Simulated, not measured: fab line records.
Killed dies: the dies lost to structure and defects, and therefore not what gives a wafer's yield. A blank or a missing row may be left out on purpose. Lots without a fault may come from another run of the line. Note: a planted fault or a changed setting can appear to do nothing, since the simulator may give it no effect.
Comparing a struck lot with a sound one + flow n5Finfet + 37 out of 1938 route steps
Sound: wafers L332.2, L332.4, L332.5. Wafers struck: L324.3, L324.5, L324.6. The cause is given at the end.
Per side, at each step with rows, come the tool, then ch with its chambers, and then its first start. Under that, the readings that differ: sound wafers + struck wafers + difference of the means + sigmas: that difference in standard deviations of wafers without a fault.
alike: words and numbers the same on both sides, and readings whose means are apart by under 2 such deviations; not compared: readings that were withheld, readings missing a value for some wafer, numbers with overlapping values and no deviation given by the record, and bounds like >300 which may hide the same value.
A row with sigmas, a row that says differs or no value, or rows on one side alone: a step with any of these is where the two part. When numbers do not overlap yet have no deviation, they are printed without sigmas and do not part them. Lack of a reading on every wafer of one side parts them only where that side has two or more wafers.

first, 9 steps without rows for these wafers: N5_WELL_APT_HMDS_01 (time 60 s); N5_WELL_APT_COAT_02 (resist thk 950 nm); N5_WELL_APT_EBR_04; N5_WELL_APT_SOFTBAKE_03 (time 60 s); N5_WELL_APT_EXPOSE_05 (exposes mask NWELL, defocus 0 nm, target cd 200 nm); N5_WELL_APT_PEB_06 (peb time 90 s); N5_WELL_APT_DEVELOP_07 (develop time 45 s); N5_WELL_APT_HARDBAKE_12 (time 120 s); N5_WELL_APT_DESCUM_13 (chemistry O2, time 7.9 s).
N5_WELL_APT_IMPLANT_14:
  struck on implanter-02, day 4 02:02; sound on implanter-02 ch 0, day 6 02:28
  no value came back on the struck wafers for beamEnergyKeV, beamOnS (s), faradayCurrentUA; on the sound wafers beamEnergyKeV reads 160.01 160.06 160.03
then, 25 steps without rows for these wafers: N5_WELL_APT_IMPLANT_15; N5_WELL_APT_STRIP_16 (strips in SPM, time 900 s); N5_WELL_APT_HMDS_18 (time 60 s); N5_WELL_APT_COAT_19 (resist thk 950 nm); N5_WELL_APT_EBR_21; N5_WELL_APT_SOFTBAKE_20 (time 60 s); N5_WELL_APT_EXPOSE_22 (exposes mask PWELL, defocus 0 nm, target cd 200 nm); N5_WELL_APT_PEB_23 (peb time 90 s); N5_WELL_APT_DEVELOP_24 (develop time 45 s); N5_WELL_APT_HARDBAKE_29 (time 120 s); N5_WELL_APT_DESCUM_30 (chemistry O2, time 7.9 s); N5_WELL_APT_IMPLANT_31; N5_WELL_APT_IMPLANT_32; N5_WELL_APT_STRIP_33 (strips in SPM, time 900 s); N5_WELL_APT_RTA_34 (time 10 s); N5_WELL_APT_OXIDE_STRIP_42 (strips SiO2 in dHF, time 45 s, target depth 12 nm); N5_WELL_APT_PRECLEAN_36 (cleans in O3/DIW, time 45 s); N5_WELL_APT_PRECLEAN_39 (cleans in dHF, time 60 s); N5_WELL_APT_SRD_37 (time 30 s); N5_WELL_APT_EPI_41 (deposits Si from SiH4/H2, target thk 50 nm, time 297.7 s); N5_PMOS_HMC_CHANNEL_EPI_HM_DEP_34 (deposits SiO2 from TEOS/O2, target thk 36 nm, time 6.9 s); N5_PMOS_HMC_CHANNEL_EPI_COAT_31 (time 60 s, resist thk 66 nm); N5_PMOS_HMC_CHANNEL_EPI_COAT_03 (resist thk 205 nm); N5_PMOS_HMC_CHANNEL_EPI_EBR_05; N5_PMOS_HMC_CHANNEL_EPI_SOFTBAKE_04 (time 60 s).
-- here the record skips 6 days between the struck wafers' starts before and after, leaving off in module PMOS_HMC_CHANNEL_EPI and picking up in module BEOL_M4 (first step shown: number 1111 of the route) --
N5_BEOL_M4_RC_MEAS_101:
  sound on prober-02 ch 0, day 12 12:56; struck on prober-01 ch 0, day 10 03:21
| reading             | sound                      | struck             | difference                    | sigmas      |
|---------------------|----------------------------|--------------------|-------------------------------|-------------|
| IOFF_P (nA/um)      | 0.237 0.205 0.275          | 1.151 1.215 1.131  | +0.927                        | +33         |
| IOFF_P_85C (nA/um)  | 4.0 3.6 4.6                | 19.7 20.6 19.1     | +15.7                         | +38         |
| IOFF_P_LIN (nA/um)  | 0.108 0.098 0.121          | 0.544 0.572 0.530  | +0.440                        | +40         |
| IOFF_P_LONG (nA/um) | 0.000105 0.000108 0.000106 | 1.204 1.249 1.1457 | +1.199                        | +99 or more |
| RS_NWELL (ohm/sq)   | 1049 1049 1044             | - - -              | no value on the struck wafers |             |
| SS_P (mV/dec)       | 73.6 73.4 74.8             | 71.7 72.6 73.2     | -1.4                          | -3          |
  alike: DIBL_N, DIBL_P, IOFF_N, ION_N, ION_P, SS_N, VT_N, VT_P
-- a jump in the record: the struck wafers' starts before and after are 4 days apart (it breaks off in module BEOL_M4 and resumes in module PASSIVATION, where the first step shown is number 1936 of the route) --
N5_PASSIVATION_PROBE_49:
  sound on prober-02, day 17 01:32; struck on prober-02, day 14 09:31
| reading                | sound          | struck            | difference | sigmas |
|------------------------|----------------|-------------------|------------|--------|
| killedAtOther          | 1 11 8         | 0 0 4             | -5         | -2     |
| sort_bin_4_leakage (%) | 0 0 0          | 92.12 91.36 90.08 | +91.19     |        |
| sortNPass              | 1047 1065 1089 | 0 1 0             | -1067      | -67    |
| sortYieldPct (%)       | 88.7 90.3 92.3 | 0 0.1 0           | -90        | -65    |
  alike: defectLimitedYield, killed_at_M0_to_M3, killed_at_M4_up, killedAtContacts, killedAtFrontEnd, killedDies, killedOpen, killedShort, sort_bin_5_function, sort_bin_6_memory

## WHERE THEY PART
Last at N5_PASSIVATION_PROBE_49 as far as this record goes, first at N5_WELL_APT_IMPLANT_14.

WHY: the cause the simulator had injected
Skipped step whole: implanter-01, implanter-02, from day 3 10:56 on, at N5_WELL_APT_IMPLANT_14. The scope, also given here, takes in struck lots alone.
